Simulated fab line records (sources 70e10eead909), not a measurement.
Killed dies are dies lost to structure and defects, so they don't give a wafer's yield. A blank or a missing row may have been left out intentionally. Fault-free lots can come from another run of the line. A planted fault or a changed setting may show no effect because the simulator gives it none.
Chamber matching ; flow nandHarc ; rieDiel-12 running NHARC_A_CONTACT_ETCH_92: 4 sister chambers
The step etches the open film in CH3F/O2, target depth 40 nm, time 85.7 s. 4 wafers are shown with their chamber, then 7 later ones without.

EACH WAFER AND ITS CHAMBER
wafer;chamber;showerheadPlenumPTorr (Torr)
L121.2;2;2.54
L125.4;1;2.55
L124.1;0;2.29
L124.4;3;2.38

WAFERS WHOSE CHAMBER IS MISSING
wafer;showerheadPlenumPTorr (Torr)
L124.5;2.54
L129.3;2.55
L129.4;2.28
L129.6;2.38
L132.2;2.28
L132.4;2.38
L132.5;2.55

CHAMBER TAKEN BY EACH
wafer;from the rows above;in truth
L124.5;can't be placed: 2 or 1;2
L129.3;can't be placed: 1 or 2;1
L129.4;0;0
L129.6;3;3
L132.2;0;0
L132.4;3;3
L132.5;can't be placed: 1 or 2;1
Correctly placed: 4 of 7. Not placeable from these rows: 3 (in 3, the candidates include the true chamber). Wrongly placed: 0.
How it was worked out, from the rows above alone: a wafer's distance from a chamber is the root of the sum, over the readings, of the square of ((its reading less the chamber's mean) divided by the reading's scatter). If the next closest chamber is less than 2 further off than the closest, the wafer can't be placed; otherwise it belongs to the closest. For every chamber, the mean is computed from those of its wafers that are shown. The scatter: with one shown wafer a chamber, the root of the mean of the squares of how far each hidden wafer lies from its nearest shown one.
